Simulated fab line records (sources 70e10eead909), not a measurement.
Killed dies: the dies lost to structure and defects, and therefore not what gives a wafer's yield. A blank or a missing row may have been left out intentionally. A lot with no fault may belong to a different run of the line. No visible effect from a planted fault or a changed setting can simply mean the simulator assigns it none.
Chamber matching :: flow nand harc :: 4 sister chambers for NHARC_P_BONDPAD_ACTIVATE_29 on rie diel-06
The step chemistry N2, time 60 s. 14 wafers are shown with their chamber, then 7 later ones without.

## WAFERS WITH THEIR CHAMBER
wafer: L075.1
chamber: 2
showerhead plenum p Torr (Torr): 1.75
drypump motor current A (A): 6.6
oes product au (a.u.): 1.019

wafer: L075.2
chamber: 0
showerhead plenum p Torr (Torr): 1.72
drypump motor current A (A): 6.1
oes product au (a.u.): 1.015

wafer: L075.4
chamber: 3
showerhead plenum p Torr (Torr): 1.67
drypump motor current A (A): 5.9
oes product au (a.u.): 1.013

wafer: L077.1
chamber: 1
showerhead plenum p Torr (Torr): 1.86
drypump motor current A (A): 5.9
oes product au (a.u.): 1.000

wafer: L077.5
chamber: 0
showerhead plenum p Torr (Torr): 1.72
drypump motor current A (A): 6.0
oes product au (a.u.): 1.002

wafer: L077.6
chamber: 3
showerhead plenum p Torr (Torr): 1.67
drypump motor current A (A): 5.9
oes product au (a.u.): 1.006

wafer: L079.2
chamber: 3
showerhead plenum p Torr (Torr): 1.67
drypump motor current A (A): 5.9
oes product au (a.u.): 1.000

wafer: L079.4
chamber: 0
showerhead plenum p Torr (Torr): 1.72
drypump motor current A (A): 6.1
oes product au (a.u.): 1.002

wafer: L079.6
chamber: 1
showerhead plenum p Torr (Torr): 1.86
drypump motor current A (A): 5.9
oes product au (a.u.): 1.005

wafer: L080.3
chamber: 3
showerhead plenum p Torr (Torr): 1.67
drypump motor current A (A): 5.9
oes product au (a.u.): 1.009

wafer: L080.5
chamber: 3
showerhead plenum p Torr (Torr): 1.67
drypump motor current A (A): 5.9
oes product au (a.u.): 1.009

wafer: L080.6
chamber: 2
showerhead plenum p Torr (Torr): 1.75
drypump motor current A (A): 6.6
oes product au (a.u.): 1.001

wafer: L085.3
chamber: 1
showerhead plenum p Torr (Torr): 1.86
drypump motor current A (A): 5.9
oes product au (a.u.): 0.995

wafer: L085.4
chamber: 2
showerhead plenum p Torr (Torr): 1.74
drypump motor current A (A): 6.6
oes product au (a.u.): 1.006

SIGNATURES (averages over the wafers above)
reading: showerhead plenum p Torr
chamber 0: 1.7200
chamber 1: 1.8600
chamber 2: 1.7467
chamber 3: 1.6700
scatter within a chamber: 0.00258

reading: drypump motor current A
chamber 0: 6.067
chamber 1: 5.900
chamber 2: 6.600
chamber 3: 5.900
scatter within a chamber: 0.0258

reading: oes product au
chamber 0: 1.00633
chamber 1: 1.00000
chamber 2: 1.00867
chamber 3: 1.00740
scatter within a chamber: 0.00655
Rule: for a wafer and a chamber, the distance is found by dividing, reading by reading, the gap between the wafer's reading and the chamber's mean by the reading's scatter, squaring, summing and taking the root. The wafer belongs to the nearest chamber; if the next one is less than 2 further off, it can't be placed. The scatter is the square root of a quotient: the sum, over the shown wafers, of each reading's squared deviation from its chamber's mean, divided by wafers minus chambers.

## WAFERS MISSING THEIR CHAMBER
wafer: L085.6
showerhead plenum p Torr (Torr): 1.74
drypump motor current A (A): 6.6
oes product au (a.u.): 1.001

wafer: L094.2
showerhead plenum p Torr (Torr): 1.71
drypump motor current A (A): 6.1
oes product au (a.u.): 1.014

wafer: L094.5
showerhead plenum p Torr (Torr): 1.67
drypump motor current A (A): 5.9
oes product au (a.u.): 0.996

wafer: L094.6
showerhead plenum p Torr (Torr): 1.74
drypump motor current A (A): 6.6
oes product au (a.u.): 1.002

wafer: L096.4
showerhead plenum p Torr (Torr): 1.71
drypump motor current A (A): 6.1
oes product au (a.u.): 1.002

wafer: L096.5
showerhead plenum p Torr (Torr): 1.74
drypump motor current A (A): 6.6
oes product au (a.u.): 1.005

wafer: L096.6
showerhead plenum p Torr (Torr): 1.67
drypump motor current A (A): 5.9
oes product au (a.u.): 1.002

## WHICH CHAMBER EACH ONE RAN IN
wafer: L085.6
from the rows above: 2
in truth: 2

wafer: L094.2
from the rows above: 0
in truth: 0

wafer: L094.5
from the rows above: 3
in truth: 3

wafer: L094.6
from the rows above: 2
in truth: 2

wafer: L096.4
from the rows above: 0
in truth: 0

wafer: L096.5
from the rows above: 2
in truth: 2

wafer: L096.6
from the rows above: 3
in truth: 3
Correctly placed: 7 of 7. Can't be placed from these rows: 0. Wrongly placed: 0.
